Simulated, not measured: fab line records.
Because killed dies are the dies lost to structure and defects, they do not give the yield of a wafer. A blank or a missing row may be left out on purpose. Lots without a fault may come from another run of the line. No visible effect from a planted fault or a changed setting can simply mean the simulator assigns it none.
Matching of chambers + flow n5Finfet + N5_BEOL_M4_PRE_CLEAN_60 on cvdCo-02 has 3 sister chambers
The step time 15 s. 3 wafers are shown with their chamber, then 10 later ones without.

== WAFERS, EACH WITH ITS CHAMBER ==
| wafer  | chamber | heaterPowerW (W) |
|--------|---------|------------------|
| L089.1 | 2       | 89               |
| L090.1 | 1       | 74               |
| L090.5 | 0       | 75               |

== WAFERS WHOSE CHAMBER IS MISSING ==
| wafer  | heaterPowerW (W) |
|--------|------------------|
| L090.6 | 73               |
| L094.2 | 87               |
| L094.5 | 76               |
| L094.6 | 73               |
| L096.4 | 77               |
| L096.5 | 91               |
| L096.6 | 72               |
| L097.1 | 75               |
| L097.2 | 91               |
| L097.6 | 72               |

== WHICH CHAMBER EACH ONE RAN IN ==
| wafer  | from the rows above     | in truth |
|--------|-------------------------|----------|
| L090.6 | can't be placed: 1 or 0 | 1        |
| L094.2 | 2                       | 2        |
| L094.5 | can't be placed: 0 or 1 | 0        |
| L094.6 | can't be placed: 1 or 0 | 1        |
| L096.4 | can't be placed: 0 or 1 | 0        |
| L096.5 | 2                       | 2        |
| L096.6 | can't be placed: 1 or 0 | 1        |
| L097.1 | can't be placed: 0 or 1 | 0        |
| L097.2 | 2                       | 2        |
| L097.6 | can't be placed: 1 or 0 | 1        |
Placed correctly: 3 of 10. Can't be placed from these rows: 7 (the true chamber is among the candidates in 7). Placed wrongly: 0.
How it was worked out, from the rows above alone: a wafer's distance from a chamber is the root of the sum, over the readings, of the square of ((its reading less the chamber's mean) divided by the reading's scatter). If the next closest chamber is less than 2 further off than the closest, the wafer can't be placed; otherwise it belongs to the closest. Each chamber's mean is taken over the wafers shown for it. The scatter (one wafer shown for each chamber): square how far every hidden wafer sits from the nearest shown wafer, average those squares and take the square root.
